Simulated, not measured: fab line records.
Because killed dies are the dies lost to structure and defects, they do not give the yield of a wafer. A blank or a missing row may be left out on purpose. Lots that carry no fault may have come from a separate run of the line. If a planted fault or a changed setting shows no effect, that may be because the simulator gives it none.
Split-lot trial | flow n5 finfet | 21 wafers read from 7 lots, route of 1938 steps

== ON THE SPLIT ==
At N5_BEOL_M12_TRENCH_ETCH_34 (etches SiOC in C4F8/O2/Ar, target depth 318.95 nm, time 125.5 s), the setting time s was moved away from the recipe's 125.5 s on 6 of the 21 wafers read, by -20.2% to +15.1%. For the rest of the wafers, this setting stayed at what the recipe calls for.

== FROM THE SPLIT TO THE READING: what the file shows between them, 1 step ==
- N5_BEOL_M12_STRIP_70: strips in C4F8/O2/Ar

== THE READING ==
trench depth nm, in nm, at N5_BEOL_M12_OCD_MEAS_35. On this fab line, fault-free wafers typically give 319 nm with a standard deviation of 5.3 nm.

wafer  | tool, chamber at the split | time s as run, s | against the recipe | trench depth nm, nm | against lot-mates on the recipe
L078.1 | rie diel-04, 0             | 125.5            | recipe             | 328                 | -
L078.4 | rie diel-04, 3             | 109.5            | -12.7%             | 286                 | -42
L078.5 | rie diel-04, 0             | 125.5            | recipe             | 328                 | -
L081.2 | rie diel-06, 3             | 144              | +14.7%             | 367                 | +48
L081.3 | rie diel-06, 0             | 125.5            | recipe             | 325                 | -
L081.5 | rie diel-06, 2             | 125.5            | recipe             | 312                 | -
L080.3 | rie diel-05, 2             | 125.5            | recipe             | 320                 | -
L080.4 | rie diel-05, 0             | 100.2            | -20.2%             | 250                 | -67
L080.6 | rie diel-05, 3             | 125.5            | recipe             | 314                 | -
L088.1 | rie diel-04, 1             | 125.5            | recipe             | 322                 | -
L088.3 | rie diel-04, 3             | 125.5            | recipe             | 324                 | -
L088.5 | rie diel-04, 2             | 125.5            | recipe             | 316                 | -
L091.1 | rie diel-06, 0             | 125.5            | recipe             | 325                 | -
L091.2 | rie diel-06, 2             | 125.5            | recipe             | 315                 | -
L091.6 | rie diel-06, 3             | 125.5            | recipe             | 321                 | -
L093.1 | rie diel-06, 0             | 125.5            | recipe             | 324                 | -
L093.2 | rie diel-06, 1             | 133.2            | +6.1%              | 333                 | +9
L093.4 | rie diel-06, 3             | 133.2            | +6.1%              | 336                 | +12
L096.2 | rie diel-06, 3             | 125.5            | recipe             | 316                 | -
L096.5 | rie diel-06, 1             | 144.5            | +15.1%             | 357                 | +38
L096.6 | rie diel-06, 0             | 125.5            | recipe             | 323                 | -

THE FIT
A straight line over all 21 wafers: trench depth nm changes by +3.01 nm for each +1% of time s; r = +0.97; the points scatter about the line by 5.6 nm.
The same after taking each lot's own level away (the mean of its wafers on the recipe; 21 wafers): +3.04 nm for each +1%; r = +0.98; scatter 4.8 nm.
That fit puts the effect of the largest move of time s on the reading at 61 nm.
Measured against the standard deviation above, the lots' own levels, which go from 317.0 to 328.0 nm, span 2.1 times it.
Consequently the slope shifts little with the lot-to-lot level, the two slopes agreeing.
Check: -59.2 nm against its lot-mates is what the line predicts for one of the wafers moved furthest among these (-20.2%) when that wafer is left out of the fit. It came out at -67 nm against them.

== FURTHER SPLITS ON THESE WAFERS ==
Note: prior to the reading, these wafers also went through further splits. Each is held against what the fit with the lots' levels taken away leaves over:
other split on the same wafers | wafers away from the commonest value | r with trench depth nm (lot level and that fit taken away)
N5_BEOL_M10_EXPOSE_08 dose mj  | 11                                   | -0.14
N5_BEOL_M11_COAT_63 spin rpm   | 5                                    | +0.17
N5_BEOL_M11_EXPOSE_25 dose mj  | 4                                    | +0.33
N5_BEOL_M12_ETCH_68 time s     | 4                                    | -0.06

== THE WHOLE CHAIN: every reading that the file lists as answering this split, in the file's order ==
step                       | what it does                                                    | reading                                                        | change (the file's fit)              | r (the file's)
N5_BEOL_M12_TRENCH_ETCH_34 | etches SiOC in C4F8/O2/Ar, target depth 318.95 nm, time 125.5 s | etch.depth nm (the simulator's own value, which no gauge read) | +3.09 nm for each +1% of the setting | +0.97
N5_BEOL_M12_OCD_MEAS_35    |                                                                 | trench depth nm                                                | +3.08 nm for each +1% of the setting | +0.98

== THE FILE'S OWN FIT ==
trench depth nm changes by +3.08 nm for each +1% of time s, r = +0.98.
